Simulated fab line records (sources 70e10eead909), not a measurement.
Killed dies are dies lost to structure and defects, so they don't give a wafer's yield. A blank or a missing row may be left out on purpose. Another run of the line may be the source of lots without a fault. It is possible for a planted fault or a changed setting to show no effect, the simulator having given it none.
fab line records | flow nandHarc
[record] lots = 13 wafers = 39 lastDay = 24
route steps=1159 shown A_STAIRCASE@534 THIN_TSV@1133 END@1159
lots that met no fault: taken from a fault-free run of the same line
startH: the number of hours between the record's first day and the start of the first shown wafer of the lot | waitH: how many hours have passed since the lot's step before this one | " same as the row above | L1.1+2: a row that stands for several wafers | - either no value or no given start | * or withheld: withheld | < > ~ a bound
route shown NAME@n: names a module that has steps shown in the file, with the first one's number in the route | usual: the fault-free wafers' mean and standard deviation | same: alike in all rows | chamber/n: place in a boat | sites: per-site readings | _std_site: the values' standard deviation | _edge_site: outer sites' mean less inner sites' | radiusMm: how far each site lies from the wafer's centre | mask NAME#n: copy n | behind: the tool/chamber that last shaped the wafer | hold: the reason the lot was held/the length of the hold in hours/how it ended | device: the transistor (n, p or np) that didn't switch | end of line: tests of these same wafers at the route's end | a step with no rows: only its recipe | killed: count of dies lost to structure and defects at first sort (not the wafer's yield) | map: dies across one wafer; x = killed, . = not, _ = none there
set.NAME: the setting as run; set.NAME@STEP: as run at that earlier step | model.NAME: the simulator's own value behind a step, which no gauge read
route steps across a sampled set of lots; one table per step, one row per wafer
services: from which hour (startH, from the record's first day; less than 0 if before it) a tool's chamber was out of use, for how many hours, and why
[[steps]]
[step NHARC_A_STAIRCASE_STRIP_172]
[recipe] timeS = 900 tempC = 130 chemistry = SPM
// columns lot.wafer tool chamber startH waitH
L870.2+3+5 wetBench-04 2,4,6 245.39 0.3
L871.5+6+2 wetBench-07 4,5,6 245.60 0.1
L872.1+2+6 wetBench-07 7,2,3 249.70 0.3
L874.3+2+1 wetBench-04 3,4,6 261.86 0.2
L880.1+2+6 wetBench-04 7,1,4 291.53 0.3
L885.3+1+2 wetBench-02 3,4,5 328.38 0.2
L890.2+6+3 wetBench-02 0,1,2 341.07 0.3
L887.6+5+2 wetBench-07 1,2,4 341.22 0.1
L888.2+4+1 wetBench-02 1,5,6 344.13 0.3
L889.5+3+6 wetBench-07 2,5,7 348.50 0.1
L893.1+4+2 wetBench-02 6,0,1 371.32 0.3
L891.5+1+2 wetBench-04 5,0,2 376.56 0.1
L892.6+2+3 wetBench-02 1,4,5 376.84 0.1
[step NHARC_THIN_TSV_CMP_21]
[recipe] tOverpolishS = 30 targetThkNm = 2000
[usual] motorCurrentA = 12.2/0.79 overpolishRunS = 30.000/0.0091 retainingRingPressureFrac = 1.000/0.0048
// columns lot.wafer tool chamber startH waitH motorCurrentA overpolishRunS retainingRingPressureFrac
L870.3 cmp-01 0 446.31 - 11.7 30.014 1.002
L870.2 " 1 " " 11.7 30.004 0.999
L870.5 " 2 " " 12.3 29.990 1.001
L871.2 cmp-04 3 447.43 - 12.4 29.987 0.994
L871.6 " 2 " " 11.4 30.001 1.002
L871.5 " 3 " " 12.3 30.010 0.993
L872.1 cmp-02 1 448.84 - 12.9 30.003 0.999
L872.2 " 2 " " 10.9 30.008 1.003
L872.6 " 2 " " 10.4 29.981 1.000
L874.1 cmp-04 1 461.92 - 13.7 30.003 1.003
L874.3 " 2 " " 11.0 29.984 1.010
L874.2 " 3 " " 12.7 29.999 0.995
L880.1 cmp-01 2 484.74 - 11.9 30.012 0.998
L880.2 " 3 " " 11.8 30.003 1.001
L880.6 " 2 " " 11.9 29.990 0.994
L885.1 cmp-02 0 534.01 - 13.3 30.014 0.999
L885.2 " 1 " " 12.1 29.998 0.995
L885.3 " 2 " " 11.1 29.995 1.000
L887.2 cmp-01 3 535.62 - 12.5 30.001 1.000
L887.5 " 2 " " 12.1 30.011 0.991
L887.6 " 3 " " 12.3 30.001 0.995
L890.2 cmp-02 1 555.85 - 12.6 29.994 1.003
L890.3 " 2 " " 10.9 30.018 1.007
L890.6 " 2 " " 11.5 30.004 1.005
L888.2 cmp-01 2 556.89 - 12.6 29.996 0.995
L888.1 " 3 " " 11.4 30.010 1.011
L888.4 " 0 " " 11.8 30.003 0.993
L889.3 cmp-02 0 558.40 - 14.3 29.987 0.999
L889.5 " 3 " " 11.5 30.007 0.997
L889.6 " 0 " " 13.9 30.009 1.003
L893.4 cmp-04 3 564.22 - 12.6 29.993 1.000
L893.2 " 0 " " 11.7 30.003 0.994
L893.1 " 2 " " 10.9 30.006 1.002
L891.1 cmp-04 0 565.36 - 12.1 29.993 0.996
L891.2 " 2 " " 11.3 29.994 1.006
L891.5 " 1 " " 13.2 29.995 1.000
L892.3 cmp-04 3 566.63 - 12.1 30.008 1.007
L892.2 " 0 " " 13.0 30.012 1.001
L892.6 " 2 " " 11.5 29.997 0.993
[step NHARC_THIN_TSV_CD_MEAS_33]
[recipe] targetCdNm = 5000 landingEnergyEv = 500
[usual] cdNm = 4999.2/1.6
// columns lot.wafer tool chamber startH waitH cdNm
L870.2 cdSem-02 0 447.77 - 4996.3
L870.3 " 0 " " 4997.9
L870.5 " 0 " " 4997.2
L871.2 cdSem-01 0 449.01 - 4996.9
L871.5 " 0 " " 4998.7
L871.6 " 0 " " 4998.3
L872.1 cdSem-03 0 450.44 - 5000.1
L872.2 " 0 " " 4999.4
L872.6 " 0 " " 5001.1
L874.1 cdSem-03 0 463.38 - 4998.3
L874.2 " 0 " " 5000.4
L874.3 " 0 " " 4999.0
L880.1 cdSem-02 0 486.34 - 4998.9
L880.2 " 0 " " 4998.5
L880.6 " 0 " " 4999.4
L885.1 cdSem-01 0 535.60 - 5000.0
L885.2 " 0 " " 4998.8
L885.3 " 0 " " 5000.2
L887.2 cdSem-02 0 537.20 - 4999.5
L887.5 " 0 " " 5000.2
L887.6 " 0 " " 5001.6
L890.2 cdSem-02 0 557.44 - 5000.7
L890.3 " 0 " " 5000.2
L890.6 " 0 " " 5001.7
L888.1 cdSem-03 0 558.59 - 4998.3
L888.2 " 0 " " 5001.1
L888.4 " 0 " " 4997.9
L889.3 cdSem-01 0 559.85 - 4999.5
L889.5 " 0 " " 5001.5
L889.6 " 0 " " 5000.5
L893.1 cdSem-02 0 565.82 - 4997.7
L893.2 " 0 " " 4996.4
L893.4 " 0 " " 4999.1
L891.1 cdSem-03 0 566.97 - 4997.1
L891.2 " 0 " " 4998.1
L891.5 " 0 " " 4997.5
L892.2 cdSem-03 0 568.10 - 5000.2
L892.3 " 0 " " 4999.3
L892.6 " 0 " " 5000.4
[step NHARC_THIN_TSV_STRIP_56]
[recipe] powerW = 1500 tempC = 250 chemistry = O2
[usual] drypumpMotorCurrentA = 5.6/0.58 heaterPowerW = 312/12
// columns lot.wafer tool chamber startH waitH drypumpMotorCurrentA heaterPowerW rfHoursCounterH
L870.2 plasmaAsher-01 1 448.48 0.1 6.3 304 59
L870.3 " 1 " " 6.3 293 -
L870.5 " 1 " " 6.3 294 -
L871.2 plasmaAsher-02 1 449.69 0.1 6.1 316 28
L871.6 " 0 " " 4.9 299 -
L871.5 " 1 " " 6.1 322 -
L872.2 plasmaAsher-02 0 451.09 0.1 4.9 302 28
L872.1 " 1 " " 6.1 315 28
L872.6 " 1 " " 6.1 315 -
L874.2 plasmaAsher-01 1 464.03 0.1 6.2 308 1
L874.1 " 0 " " 5.2 321 1
L874.3 " 1 " " 6.3 313 -
L880.2 plasmaAsher-01 0 486.98 0.1 5.2 317 8
L880.1 " 1 " " 6.3 303 8
L880.6 " 0 " " 5.2 325 -
L885.2 plasmaAsher-01 0 536.25 0.1 5.2 316 22
L885.1 " 1 " " 6.3 302 22
L885.3 " 0 " " 5.2 322 -
L887.2 plasmaAsher-01 1 537.89 0.1 6.2 311 23
L887.5 " 0 " " 5.2 320 -
L887.6 " 1 " " 6.3 302 -
L890.2 plasmaAsher-02 1 558.14 0.1 6.1 318 5
L890.3 " 1 " " 6.1 331 -
L890.6 " 1 " " 6.1 320 -
L888.1 plasmaAsher-02 1 559.24 0.1 6.1 326 5
L888.2 " 0 " " 4.8 295 5
L888.4 " 0 " " 4.9 303 -
L889.3 plasmaAsher-02 1 560.58 0.2 6.1 326 -
L889.5 " 1 " " 6.1 331 -
L889.6 " 0 " " 4.9 295 -
L893.1 plasmaAsher-02 1 566.77 0.4 6.1 329 8
L893.2 " 0 " " 4.8 294 8
L893.4 " 0 " " 4.9 306 -
L891.2 plasmaAsher-01 0 567.62 0.1 5.2 316 39
L891.1 " 1 " " 6.2 303 39
L891.5 " 1 " " 6.2 304 -
L892.2 plasmaAsher-01 0 568.79 0.1 5.2 319 40
L892.3 " 0 " " 5.2 320 -
L892.6 " 1 " " 6.3 307 -
[step NHARC_END_SORT_01]
[recipe] tempC = 25
[usual] killedAtArray = 29/12 killedAtOther = 0.7/1 killedAtPeriphery = 4/3.2 killedDies = 34/12 killedOpen = 3.4/2 killedShort = 1.8/1.3
[same] grossDies = 677
// columns lot.wafer tool chamber startH waitH killedAtArray killedAtOther killedAtPeriphery killedDies killedOpen killedShort
L880.1 prober-01 0 497.28 2.5 121 0 3 124 1 2
L880.2 prober-01 0 498.07 2.8 34 0 3 37 3 1
L880.6 prober-01 0 501.26 4.0 35 0 2 37 2 2
L890.3 prober-02 0 567.70 3.1 33 1 4 38 2 0
L889.3 prober-02 0 575.53 3.1 48 3 2 53 8 1
L889.5 prober-02 0 577.12 3.7 43 1 3 47 7 0
// killed by level:class
L880.1 A_STAIRCASE:unspecified=86 A_CHANNEL_HOLE_D1:chamberFilmFlake=16 A_SLIT:chamberFilmFlake=14 A_STAIRCASE:chamberFilmFlake=2 A_CONTACT:chamberFilmFlake=2 P_CONTACT:geometricParticle:open=1 P_CONTACT:geometricParticle:short=1 A_CHANNEL_FILL_D1:geometricParticle:short=1
L880.2 A_SLIT:chamberFilmFlake=16 A_CHANNEL_HOLE_D1:chamberFilmFlake=8 A_CONTACT:chamberFilmFlake=4 P_GATE:chamberFilmFlake=2 A_STAIRCASE:chamberFilmFlake=2 P_M2:geometricParticle:open=1 A_CHANNEL_HOLE_D1:geometricParticle:open=1 A_CONTACT:geometricParticle:short=1
L880.6 A_SLIT:chamberFilmFlake=12 A_CHANNEL_HOLE_D1:chamberFilmFlake=10 A_STAIRCASE:chamberFilmFlake=3 A_WL_FILL:chamberFilmFlake=3 A_CONTACT:chamberFilmFlake=3 P_CONTACT:geometricParticle:short=1 A_SGD_CUT:geometricParticle:short=1 A_WL_FILL:geometricParticle:open=1
L890.3 A_SLIT:chamberFilmFlake=18 A_CHANNEL_HOLE_D1:chamberFilmFlake=11 A_CONTACT:chamberFilmFlake=3 P_CONTACT:geometricParticle:open=2 P_GATE:chamberFilmFlake=1 P_M1:chamberFilmFlake=1 A_CHANNEL_FILL_D1:chamberFilmFlake=1 HYBRID_BOND:latent=1
L889.3 A_CHANNEL_HOLE_D1:chamberFilmFlake=14 A_SLIT:chamberFilmFlake=13 A_STAIRCASE:chamberFilmFlake=11 A_CONTACT:geometricParticle:open=3 THIN_TSV:chamberFilmFlake=3 A_CHANNEL_HOLE_D1:geometricParticle:open=2 P_STI:geometricParticle:open=1 P_GATE:geometricParticle:open=1
L889.5 A_SLIT:chamberFilmFlake=19 A_CHANNEL_HOLE_D1:chamberFilmFlake=12 A_STAIRCASE:chamberFilmFlake=5 P_GATE:geometricParticle:open=2 A_CONTACT:geometricParticle:open=2 A_M0:geometricParticle:open=2 A_CONTACT:chamberFilmFlake=2 P_M0:geometricParticle:open=1
[[services]]
// columns tool chamber startH hours kind
cmp-04 - 222.94 1.9 repair
cmp-02 - 226.50 4.0 pm
cmp-04 - 233.71 3.7 repair
wetBench-04 - 248.69 1.9 repair
wetBench-04 - 251.42 4.9 repair
cmp-01 - 261.69 2.4 repair
plasmaAsher-01 - 276.16 9.0 pm
cmp-04 - 290.66 0.5 repair
cmp-04 - 301.81 4.0 pm
cmp-04 - 345.53 3.7 repair
plasmaAsher-01 - 349.08 0.4 repair
wetBench-02 - 356.00 8.0 pm
plasmaAsher-02 - 360.17 9.0 pm
cmp-04 - 399.81 4.0 pm
cmp-04 - 432.19 0.6 repair
plasmaAsher-01 - 453.16 9.0 pm
cmp-04 - 497.81 4.0 pm
cmp-04 - 502.99 2.9 repair
cmp-04 - 507.28 2.1 repair
wetBench-02 - 530.41 4.0 repair
wetBench-02 - 534.43 8.0 pm
plasmaAsher-02 - 537.17 9.0 pm
cmp-04 - 546.61 0.9 repair
cmp-04 - 551.84 2.4 repair
[[key]]
[firstSign] step = NHARC_END_SORT_01 reading = killedDies direction = up sigmas = 7.7 usual = 34 struck = 124
[effect] step = NHARC_END_SORT_01 reading = killedAtArray direction = up sigmas = 7.6 usual = 29 struck = 121
[moreKillsBornAt] NHARC_A_STAIRCASE_STRIP_172@wetBench-04 = 86
metAt NHARC_A_STAIRCASE_STRIP_172
struckLots L880
struckWafers L880.1
testerLeftOut L880
notActingAt NHARC_THIN_TSV_CMP_21,NHARC_THIN_TSV_CD_MEAS_33,NHARC_THIN_TSV_STRIP_56
[fault] kind = chamberParticleSource tool = wetBench-04 chamber = 7 onsetH = 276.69 steps = NHARC_A_STAIRCASE_STRIP_172 ratePerVisitCm2 = 0.93391 endH = 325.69
// testerLeftOut: of these lots the tester's yield and bins aren't shown, on N5 and GAA mostly nor the transistor test; their killed dies are dies lost to structure and defects alone, not to doping, threshold or leakage, so they don't give the yield
